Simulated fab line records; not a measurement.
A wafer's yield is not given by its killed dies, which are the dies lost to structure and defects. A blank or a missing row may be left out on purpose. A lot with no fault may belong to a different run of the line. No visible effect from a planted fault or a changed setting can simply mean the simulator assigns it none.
Which tool did it? | flow nand_harc | 18 wafers from 6 lots sampled at 5 of the route's 1302 steps

WHAT EACH GAUGE READ, for each wafer
NHARC_END_SORT_01.
lot  | measured     | on        | killed_at_array
L757 | day 33 03:28 | prober-01 | 675 673 672

EACH LOT AND THE TOOL THAT RAN IT (in order: tool; ch and the chambers of the sampled wafers; start)
lot  | NHARC_A_CHANNEL_HOLE_D1_ETCH_25  | NHARC_A_CHANNEL_HOLE_D1_STRIP_27              | NHARC_A_CHANNEL_FILL_D1_ALD_16   | NHARC_A_CHANNEL_FILL_D1_CVD_18
L739 | har_etch-02 ch 1, day 9 14:26    | rie_diel-11 ch 0,1,2, day 10 08:44 or earlier | ald_hk-03 ch 2,3, day 10 08:44   | lpcvd_poly-04 ch 0, day 10 18:34
L740 | har_etch-01 ch 0,1, day 10 03:44 | rie_diel-11 ch 0,3, day 10 20:31 or earlier   | ald_hk-02 ch 0,2, day 10 20:31   | lpcvd_poly-04 ch 0, day 11 07:29
L744 | har_etch-01 ch 0,1, day 11 10:32 | rie_diel-11 ch 0,3, day 12 01:24 or earlier   | ald_hk-01 ch 0,2, day 12 01:24   | lpcvd_poly-01 ch 0, day 12 11:04
L747 | har_etch-01 ch 1, day 13 00:53   | rie_diel-11 ch 0,1,3, day 13 16:02 or earlier | ald_hk-03 ch 1,3, day 13 16:02   | lpcvd_poly-04 ch 0, day 14 02:28
L753 | har_etch-01 ch 0,1, day 15 08:35 | rie_diel-11 ch 0,2,3, day 15 23:56 or earlier | ald_hk-01 ch 1,2, day 15 23:56   | lpcvd_poly-01 ch 0, day 16 10:35
L757 | har_etch-01 ch 0,1, day 17 06:59 | rie_diel-11 ch 0,1,3, day 17 21:52 or earlier | ald_hk-01 ch 1,2,3, day 17 21:52 | lpcvd_poly-01 ch 0, day 18 08:36
- NHARC_A_CHANNEL_HOLE_D1_ETCH_25: etches the open film in C4F8/O2/Ar, time 1040.2 s, target depth 1500 nm.
- NHARC_A_CHANNEL_HOLE_D1_STRIP_27: strips in O2.
- NHARC_A_CHANNEL_FILL_D1_ALD_16: deposits SiO2, target thk 1.5 nm, pulse time 10 s, ald cycles 15.
- NHARC_A_CHANNEL_FILL_D1_CVD_18: deposits poly-Si, target thk 3 nm.

THE ANSWER, worked out from the rows above alone
Rule: the lots themselves supply what counts as usual. The widest of any qualifying gaps counts: lots, ordered by their means at a reading, are off when they make up no more than a third of the lots, leave a main group of 4 or more, and stand apart from it by 3 or more times the standard deviation of that group's means. A main group whose means are all the same, to the digits that the tables above print for the reading, isn't used. A lot without any number at a reading at which 4 lots or more have one is off too. Any other lot the step has rows for is counted as sound.
Across all readings shown, no lot is off: no conclusion can be drawn from this.

WHAT THE SIMULATOR PUT IN
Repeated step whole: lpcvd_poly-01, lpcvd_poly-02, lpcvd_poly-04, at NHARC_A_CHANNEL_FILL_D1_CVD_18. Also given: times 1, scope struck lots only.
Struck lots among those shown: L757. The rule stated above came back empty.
